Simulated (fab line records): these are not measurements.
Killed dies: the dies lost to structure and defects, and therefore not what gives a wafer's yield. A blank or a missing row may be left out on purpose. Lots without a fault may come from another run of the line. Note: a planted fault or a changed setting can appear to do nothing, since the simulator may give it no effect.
fab line records	flow n5_finfet	part 2 of 2: steps 5 to 6 of 6
[record] lots = 22	wafers = 66	last_day = 17
route steps=1938 shown BEOL_M0_SAQP@634 BEOL_M0_CUTY@713 BEOL_M0@716
lots untouched by any fault: they come from a run of this same line in which no faults occurred
start_h: the number of hours between the record's first day and the start of the first shown wafer of the lot	wait_h: time in hours since the lot's previous step	" same as the row above	L1.1+2: a row that stands for several wafers	- no value, or no start was given	* or withheld: withheld	< > ~ a bound
route shown NAME@n: NAME is a module with steps in the file, n the number in the route of the first one	usual: mean/standard deviation of fault-free wafers	same: alike in all rows	chamber/n: place in a boat	sites: each site's reading	_std_site: standard deviation across them	_edge_site: mean of outer sites minus mean of inner sites	radius_mm: for every site, how far away it sits from the centre of the wafer	mask NAME#n: copy n	behind: tool/chamber where the wafer was last shaped	hold: why the lot was held/for how many hours/how that ended	device: which transistor (n, p or np) failed to switch	end of line: the same wafers' tests at the end of the route	step lacking rows: just its recipe	killed: count of dies lost to structure and defects at first sort (not the wafer's yield)	map: a wafer's dies, x killed, . not, _ none there
set.NAME: setting as actually run; set.NAME@STEP: the setting as run at that earlier step	model.NAME: the simulator's own value behind a step, which no gauge read
a sample of lots followed through the steps of the route, with each step as a table and each wafer as a row
services: a tool's chamber out of use, with start hour (start_h, from the record's first day; less than 0 if before it), hours out, and reason
[[steps]]
[step N5_BEOL_M0_HM_OPEN_105]
[recipe] chemistry = Cl2/BCl3	target_depth_a = 120	target = TiN	ion_energy_ev = 150	pressure_mtorr = 10	icp_w = 1000	bias_w = 126	Cl2_flow_sccm = 53.25	bcl3_flow_sccm = 21.75	Ar_flow_sccm = 25
[usual] drypump_motor_current_A = 5.77/0.28	mfc_cl2_sccm = 53.21/0.18	oes_product_au = 0.80/0.05	throttle_valve_pct = 21.9/0.32
lot.wafer	tool	chamber	start_h	wait_h	drypump_motor_current_A	mfc_cl2_sccm	oes_product_au	rf_hours_counter_h	throttle_valve_pct
L075.2	rie_metal-03	0	125.78	1.6	5.76	53.14	0.79	52	21.8
L075.5	"	0	"	"	5.83	52.87	0.79	-	21.8
L075.6	"	1	"	"	5.83	53.10	0.81	-	22.1
L076.3	rie_metal-03	1	127.57	0.5	5.83	53.34	0.81	-	22.1
L076.4	"	0	"	"	5.77	53.31	0.79	-	21.8
L076.6	"	0	"	"	5.79	53.44	0.79	-	21.8
L077.2	rie_metal-01	0	135.14	0.1	5.97	53.17	0.79	30	21.6
L077.4	"	1	"	"	5.23	53.20	0.74	-	22.0
L077.6	"	1	"	"	5.26	52.99	0.74	-	22.0
L074.1	rie_metal-01	1	144.07	2.4	5.25	53.33	0.74	53	22.0
L074.3	"	0	"	"	5.94	53.39	0.79	-	21.6
L074.5	"	0	"	"	5.96	53.34	0.78	-	21.6
L079.1	rie_metal-02	0	144.12	2.0	6.04	53.38	0.92	4	21.7
L079.3	"	1	"	"	5.89	53.25	0.87	-	22.5
L079.5	"	1	"	"	5.89	53.21	0.86	-	22.5
L078.4	rie_metal-03	0	147.29	5.5	5.78	53.17	0.78	-	21.8
L078.5	"	0	"	"	5.80	53.46	0.79	-	21.8
L078.6	"	1	"	"	5.83	53.22	0.81	-	22.1
L080.2	rie_metal-01	0	148.38	0.1	5.94	53.44	0.78	32	21.6
L080.3	"	0	"	"	5.95	53.29	0.79	-	21.5
L080.6	"	1	"	"	5.29	53.25	0.74	-	22.0
L081.1	rie_metal-01	1	155.03	0.4	5.25	53.30	0.74	54	22.0
L081.4	"	0	"	"	5.98	52.89	0.78	-	21.6
L081.5	"	1	"	"	5.26	53.22	0.73	-	22.0
L082.2	rie_metal-01	1	169.83	3.4	5.27	52.92	0.73	55	22.0
L082.4	"	0	"	"	5.97	53.01	0.78	-	21.6
L082.5	"	1	"	"	5.25	53.32	0.74	-	22.0
L083.1	rie_metal-01	0	176.55	0.1	5.99	53.01	0.76	35	21.6
L083.3	"	0	"	"	5.96	52.69	0.76	-	21.6
L083.4	"	1	"	"	5.25	53.10	0.72	-	22.0
L084.1	rie_metal-01	0	180.80	1.9	5.96	53.00	0.77	35	21.6
L084.2	"	1	"	"	5.24	53.27	0.72	57	22.0
L084.4	"	0	"	"	5.96	53.00	0.77	-	21.6
L085.2	rie_metal-02	0	190.17	3.7	6.01	53.25	0.88	10	21.7
L085.3	"	0	"	"	6.05	53.02	0.88	-	21.7
L085.6	"	0	"	"	6.02	53.21	0.88	-	21.7
L086.2	rie_metal-02	1	193.71	0.2	5.87	53.08	0.84	33	22.6
L086.4	"	0	"	"	6.01	53.21	0.87	-	21.7
L086.5	"	1	"	"	5.89	53.33	0.84	-	22.5
L087.1	rie_metal-03	0	199.59	0.8	5.79	52.98	0.78	54	21.8
L087.5	"	0	"	"	5.79	52.75	0.78	-	21.8
L087.6	"	1	"	"	5.83	53.48	0.81	-	22.1
L088.4	rie_metal-03	1	201.16	0.4	5.83	53.09	0.81	-	22.1
L088.5	"	0	"	"	5.75	53.22	0.78	-	21.8
L088.6	"	1	"	"	5.82	52.96	0.81	-	22.1
L089.2	rie_metal-02	0	209.26	4.0	6.00	52.97	0.87	11	21.7
L089.5	"	1	"	"	5.90	53.06	0.84	-	22.5
L089.6	"	0	"	"	6.00	53.01	0.86	-	21.7
L090.2	rie_metal-01	1	213.81	1.9	5.24	53.33	0.72	61	22.0
L090.3	"	0	"	"	5.96	52.99	0.76	-	21.6
L090.5	"	1	"	"	5.28	53.49	0.72	-	22.0
L092.2	rie_metal-01	1	219.97	0.2	5.23	53.15	0.72	62	22.0
L092.4	"	1	"	"	5.22	53.47	0.72	-	22.0
L092.5	"	0	"	"	5.94	53.69	0.76	-	21.6
L093.2	rie_metal-02	1	228.84	1.1	5.86	53.07	0.84	36	22.5
L093.3	"	0	"	"	6.01	53.25	0.85	-	21.7
L093.6	"	1	"	"	5.93	53.49	0.84	-	22.5
L094.2	rie_metal-03	1	234.58	2.6	5.84	53.32	0.80	40	22.1
L094.3	"	0	"	"	5.75	53.15	0.78	-	21.8
L094.5	"	0	"	"	5.78	53.20	0.78	-	21.8
L096.1	rie_metal-01	1	246.97	0.7	5.18	53.43	0.71	64	22.0
L096.4	"	1	"	"	5.19	53.46	0.71	-	22.0
L096.6	"	0	"	"	5.98	53.29	0.75	-	21.6
L095.2	rie_metal-02	0	247.05	2.0	6.01	53.26	0.84	14	21.7
L095.4	"	0	"	"	6.01	53.17	0.85	-	21.7
L095.5	"	1	"	"	5.84	53.25	0.83	-	22.5
[step N5_BEOL_M0_STRIP_140]
[recipe] chemistry = CF4	resist = SiARC	power_w = 300	bias_power_w = 75	pressure_mtorr = 50	cf4_flow_sccm = 150	rf_frequency_hz = 6e+07
[usual] drypump_motor_current_A = 5.5/0.52	oes_product_au = 0.80/0.1	rf_vpp_V = 271.2/1.5	showerhead_plenum_p_Torr = 1.80/0.036	throttle_valve_pct = 13.60/0.3
lot.wafer	tool	chamber	start_h	wait_h	drypump_motor_current_A	oes_product_au	rf_hours_counter_h	rf_vpp_V	showerhead_plenum_p_Torr	throttle_valve_pct
L075.2	rie_diel-03	3	126.01	0.2	5.5	0.71	219	270.6	1.86	13.96
L075.5	"	1	"	"	5.9	0.67	-	267.1	1.75	13.89
L075.6	"	3	"	"	5.5	0.70	-	271.7	1.86	13.94
L076.3	rie_diel-05	3	127.70	0.1	6.1	0.73	180	268.8	1.79	13.78
L076.4	"	1	"	"	5.1	0.89	15	269.1	1.83	13.27
L076.6	"	1	"	"	5.1	0.89	-	274.5	1.83	13.30
L077.2	rie_diel-05	1	135.32	0.1	5.0	0.89	17	271.3	1.82	13.31
L077.4	"	0	"	"	5.9	0.88	29	270.6	1.76	13.56
L077.6	"	2	"	"	4.8	0.74	-	271.4	1.72	13.64
L074.1	rie_diel-06	3	144.45	0.3	4.8	0.70	194	271.5	1.84	13.77
L074.3	"	0	"	"	5.2	0.91	20	271.1	1.84	13.18
L074.5	"	3	"	"	4.8	0.70	-	273.6	1.84	13.76
L079.1	rie_diel-05	2	144.50	0.3	4.8	0.73	153	270.7	1.72	13.65
L079.3	"	1	"	"	5.1	0.87	20	275.2	1.82	13.30
L079.5	"	3	"	"	6.0	0.72	-	268.3	1.79	13.81
L078.4	rie_diel-03	3	147.62	0.3	5.5	0.71	-	272.8	1.85	13.96
L078.5	"	2	"	"	5.8	0.90	-	272.8	1.81	13.13
L078.6	"	0	"	"	6.3	0.68	-	271.0	1.79	14.11
L080.2	rie_diel-03	3	148.64	0.2	5.5	0.71	230	274.6	1.85	13.96
L080.3	"	0	"	"	6.3	0.68	250	269.8	1.79	14.12
L080.6	"	3	"	"	5.5	0.71	-	272.8	1.85	13.97
L081.1	rie_diel-06	1	155.21	0.1	5.9	0.69	221	270.6	1.77	13.94
L081.4	"	3	"	"	4.8	0.69	198	272.1	1.83	13.75
L081.5	"	3	"	"	4.8	0.69	-	272.7	1.83	13.77
L082.2	rie_diel-06	3	170.03	0.2	4.8	0.69	204	272.8	1.83	13.78
L082.4	"	3	"	"	4.8	0.70	-	271.9	1.83	13.78
L082.5	"	0	"	"	5.2	0.88	-	269.9	1.83	13.22
L083.1	rie_diel-06	1	176.80	0.2	5.9	0.67	231	271.5	1.77	13.99
L083.3	"	3	"	"	4.8	0.69	208	273.1	1.83	13.79
L083.4	"	3	"	"	4.8	0.69	-	271.1	1.83	13.81
L084.1	rie_diel-03	2	181.04	0.2	5.8	0.87	41	272.7	1.81	13.15
L084.2	"	0	"	"	6.2	0.98	3	270.3	1.79	13.56
L084.4	"	1	"	"	5.8	0.91	14	271.4	1.75	13.33
L085.2	rie_diel-03	3	190.55	0.3	5.5	0.69	245	271.7	1.85	14.01
L085.3	"	2	"	"	5.8	0.88	44	270.3	1.80	13.17
L085.6	"	3	"	"	5.5	0.69	-	272.1	1.85	14.00
L086.2	rie_diel-06	1	193.95	0.2	5.9	0.66	239	270.3	1.77	14.01
L086.4	"	0	"	"	5.2	0.87	42	270.9	1.83	13.24
L086.5	"	2	"	"	4.7	0.95	-	271.0	1.78	13.51
L087.1	rie_diel-06	2	199.76	0.1	4.7	0.94	3	270.1	1.78	13.52
L087.5	"	1	"	"	5.9	0.67	-	270.0	1.77	14.02
L087.6	"	0	"	"	5.2	0.86	-	272.4	1.83	13.24
L088.4	rie_diel-06	2	201.28	0.1	4.7	0.94	4	273.0	1.78	13.47
L088.5	"	2	"	"	4.7	0.95	-	270.6	1.78	13.49
L088.6	"	1	"	"	5.9	0.66	-	272.0	1.77	14.01
L089.2	rie_diel-05	0	209.43	0.1	5.9	0.85	54	271.3	1.76	13.62
L089.5	"	0	"	"	5.9	0.84	-	270.7	1.76	13.64
L089.6	"	3	"	"	6.1	0.70	-	269.8	1.78	13.86
L090.2	rie_diel-03	2	214.04	0.2	5.8	0.87	53	271.0	1.80	13.19
L090.3	"	1	"	"	5.9	0.88	26	269.9	1.74	13.34
L090.5	"	2	"	"	5.8	0.86	-	271.7	1.80	13.18
L092.2	rie_diel-06	0	220.31	0.3	5.3	0.85	51	271.6	1.83	13.24
L092.4	"	1	"	"	5.9	0.66	248	271.2	1.77	14.02
L092.5	"	0	"	"	5.2	0.85	-	273.1	1.83	13.26
L093.2	rie_diel-03	2	229.38	0.5	5.8	0.85	61	272.2	1.80	13.23
L093.3	"	3	"	"	5.5	0.95	3	271.3	1.85	13.44
L093.6	"	1	"	"	5.9	0.86	-	269.7	1.74	13.38
L094.2	rie_diel-03	0	234.91	0.3	6.2	0.91	21	271.6	1.78	13.63
L094.3	"	3	"	"	5.5	0.93	6	271.8	1.85	13.46
L094.5	"	1	"	"	5.9	0.86	-	271.9	1.74	13.40
L096.1	rie_diel-06	0	247.14	0.1	5.2	0.85	56	270.5	1.83	13.28
L096.4	"	0	"	"	5.2	0.85	-	271.0	1.83	13.25
L096.6	"	2	"	"	4.7	0.88	-	269.3	1.78	13.51
L095.2	rie_diel-06	0	247.32	0.2	5.3	0.85	56	272.3	1.83	13.26
L095.4	"	3	"	"	4.8	0.68	-	270.5	1.82	13.86
L095.5	"	2	"	"	4.7	0.90	-	271.6	1.78	13.52
[[services]]
tool	chamber	start_h	hours	kind
rie_diel-03	2	97.15	3.3	repair
rie_diel-06	0	100.78	9.1	repair
rie_diel-04	2	114.20	1.9	repair
rie_diel-06	-	119.48	4.4	repair
rie_diel-06	0	124.63	1.7	repair
rie_metal-03	0	130.79	8.0	repair
rie_diel-04	-	131.63	0.8	repair
rie_diel-04	0	132.51	11.9	repair
pecvd-03	0	147.55	3.9	repair
rie_diel-02	1	156.55	15.9	repair
rie_diel-03	-	158.24	0.4	repair
rie_metal-03	-	160.87	28.1	pm
rie_diel-01	3	165.35	3.0	repair
rie_diel-06	2	168.19	-	clean
rie_diel-06	2	168.19	-	consumable_replace:focus_ring
rie_diel-06	2	168.19	20.0	scheduled_down
rie_diel-06	2	168.19	20.0	vent_cycle
rie_diel-03	3	168.79	4.2	repair
pecvd-03	-	205.77	3.3	repair
rie_diel-03	0	218.61	7.7	repair
rie_diel-01	2	220.07	16.1	repair
rie_diel-06	-	223.44	14.6	pm
rie_metal-01	-	225.67	1.5	repair
rie_diel-05	-	229.22	0.1	repair
